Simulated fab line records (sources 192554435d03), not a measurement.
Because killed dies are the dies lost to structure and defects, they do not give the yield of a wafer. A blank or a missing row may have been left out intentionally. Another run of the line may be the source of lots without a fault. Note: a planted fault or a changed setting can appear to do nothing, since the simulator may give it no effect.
2 desks, one fault :: flow n5-finfet :: each desk holds nothing but its own numbers, with what lay behind them at the end

== DESK OF THE TOOL OWNER: litho-track-02 ==
The tool's own readings at N5_BEOL_M9_COAT_63 (time 60 s, resist thk 60 nm): means of the sampled wafers that have a number, for each lot that ran on this tool. Any lot whose mean is over 4 standard deviations away from the usual mean is out of limits and marked OUT; that distance is given in the brackets.
Columns: A = resist-line-temp-C at N5_BEOL_M9_COAT_63, usual 23.00 C; B = spin-speed-rpm at N5_BEOL_M9_COAT_63, usual 1500.0 rpm
lot: L454
first seen here: day 11 05:42
A: 22.99
B: 1499.9

lot: L458
first seen here: day 11 15:29
A: 22.96
B: 1499.5

lot: L467
first seen here: day 14 07:56
A: 23.04
B: 1593.2 (+99 or more) OUT

lot: L471
first seen here: day 15 08:36
A: 23.03
B: 1591.4 (+99 or more) OUT
This desk's finding: out of limits on L467, L471; first on L467, day 14 07:56 (spin-speed-rpm at N5_BEOL_M9_COAT_63). In limits: L454, L458.

== THE DEFECT DESK ==
For each lot, the counts of the inspections along the route, averaged over the sampled wafers that have a number. Any lot whose mean is over 4 standard deviations away from the usual mean is out of limits and marked OUT; that distance is given in the brackets.
Columns: A = raw-defect-count at N5_BEOL_M8_INSPECT_58, usual 77; B = raw-defect-count at N5_BEOL_M9_INSPECT_30, usual 423
lot: L454
first seen here: day 11 00:06
A: 75
B: 475

lot: L455
first seen here: day 11 00:26
A: 99
B: 486

lot: L457
first seen here: day 11 12:23
A: 60
B: 359

lot: L458
first seen here: day 11 12:52
A: 109
B: 476

lot: L456
first seen here: day 11 20:45
A: 65
B: 413

lot: L459
first seen here: day 11 22:35
A: 85
B: 490

lot: L461
first seen here: day 12 08:51
A: 75
B: 491

lot: L467
first seen here: day 14 05:22
A: 76
B: 384

lot: L471
first seen here: day 15 05:32
A: 125
B: 511

lot: L473
first seen here: day 15 05:43
A: 49
B: 322

lot: L475
first seen here: day 16 11:20
A: 44
B: 338
This desk found nothing out of limits on any of the 11 lots.

== TAKEN TOGETHER ==
The tool owner's desk could have raised an alarm at day 14 07:56, on L467, L471.
Nothing the defect desk looked at was out of limits.
The defect desk has L467, L471 on record, within its limits.
The lots listed all ran N5_BEOL_M9_COAT_63 on litho-track-02.

== WHAT THE SIMULATOR HAD PUT IN ==
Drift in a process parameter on litho-track-02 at N5_BEOL_M9_COAT_63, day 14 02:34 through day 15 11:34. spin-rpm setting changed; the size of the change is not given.
Shown lots that were struck: L467, L471.
Hours from the fault's start to each desk's first reading out of limits: the tool owner's desk, 5.
